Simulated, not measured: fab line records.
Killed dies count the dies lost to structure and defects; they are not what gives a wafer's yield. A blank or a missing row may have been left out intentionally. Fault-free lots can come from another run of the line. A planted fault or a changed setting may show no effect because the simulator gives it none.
A struck lot beside a sound one + flow nandHarc + 15 out of 1302 route steps
Sound: the wafers L827.2, L827.4, L827.6. The struck wafers were L831.1, L831.2, L831.4. The cause comes at the end.
Order at every step that has rows: each side's tool, ch and its chambers, its first start. Under that, the readings that differ: sound wafers + struck wafers + difference of the means + sigmas: that difference in standard deviations of wafers without a fault.
alike: a reading whose means differ by less than 2 such deviations, as well as words and numbers matching on both sides. not compared: withheld readings; readings where some wafer has no value; bounds like >300 that might hide an equal value; numbers whose values overlap and for which the record gives no deviation.
Wherever a step has rows on one side only, a row that says differs or no value, or a row with sigmas, the two part there. Numbers that have no deviation but don't overlap get no sigmas and don't part them. Lack of a reading on every wafer of one side parts them only where that side has two or more wafers.

first, 6 steps without rows for these wafers: NHARC_P_ZERO_WELL_COAT_05 (resist thk 600 nm); NHARC_P_ZERO_WELL_SOFTBAKE_06 (time 70 s); NHARC_P_ZERO_WELL_EBR_07; NHARC_P_ZERO_WELL_EXPOSE_08 (exposes mask P ZERO, target cd 500 nm); NHARC_P_ZERO_WELL_PEB_09 (peb time 80 s); NHARC_P_ZERO_WELL_DEVELOP_10 (time 50 s).
NHARC_P_ZERO_WELL_CD_MEAS_11: the cd target is 500 nm.
  sound on cdSem-03 ch 0, day 1 17:14; struck on cdSem-02 ch 0, day 3 09:14
  alike: cdNm
then, 1 step without rows for these wafers: NHARC_P_ZERO_WELL_HARDBAKE_12 (time 65 s).
NHARC_P_ZERO_WELL_DESCUM_13: chemistry O2, time 3 s.
  sound on rieDiel-03 ch 1,2, day 1 17:23; struck on rieDiel-04 ch 1,2,3, day 3 09:44
  alike: drypumpMotorCurrentA, oesProductAu, rfVppV, showerheadPlenumPTorr, throttleValvePct
  not compared: rfHoursCounterH
NHARC_P_ZERO_WELL_ETCH_65: etches the open film in N2/H2, target depth 80 nm, overetch 24 nm, time 87.88 s.
  sound on rieDiel-03 ch 0,1,3, day 1 17:29; struck on rieDiel-04 ch 1,2,3, day 3 09:50
  alike: drypumpMotorCurrentA, oesProductAu, rfVppV, showerheadPlenumPTorr, throttleValvePct
  not compared: rfHoursCounterH
NHARC_P_ZERO_WELL_ETCH_62: etches the open film in CHF3/Ar, target depth 13 nm, time 6.5 s.
  sound: rieDiel-03 ch 0,1; struck: rieDiel-04 ch 0,1,3
  alike: drypumpMotorCurrentA, oesProductAu, rfVppV, showerheadPlenumPTorr, throttleValvePct
  not compared: rfHoursCounterH
NHARC_P_ZERO_WELL_ETCH_63: etches the open film in HBr/Cl2, target depth 120 nm, time 40.1 s.
  sound on rieSi-05 ch 1,2,3, day 1 17:41; struck on rieSi-06 ch 1,2,3, day 3 10:09
  alike: drypumpMotorCurrentA, oesProductAu, throttleValvePct
  not compared: rfHoursCounterH
NHARC_P_ZERO_WELL_STRIP_15: strips in SPM, time 900 s.
  sound on wetBench-04 ch 0,5,7, day 1 17:52; struck on wetBench-05 ch 0,5,7, day 3 10:17
  no value came back on the struck wafers for bathGuardTempC (C), bathHeatDutyPct (%); on the sound wafers bathGuardTempC (C) reads 130.5 129.8 129.3
then, 1 step without rows for these wafers: NHARC_P_ZERO_WELL_DEHYDRATE_16 (time 120 s).
-- record jumps: 22 days between struck wafers' starts before vs after; left off in module P_ZERO_WELL, resumes in module END, first step shown is number 1302 of the route --
NHARC_END_SORT_01:
  here the record holds rows for the struck wafers (prober-02 ch 0, day 25 08:29) but none for the sound ones

== WHERE THEY PART ==
Last at NHARC_END_SORT_01 as far as this record goes, first at NHARC_P_ZERO_WELL_STRIP_15.

WHY: whatever the simulator had introduced
Whole step skipped at NHARC_P_ZERO_WELL_STRIP_15 on wetBench-05, starting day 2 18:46. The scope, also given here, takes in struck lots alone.
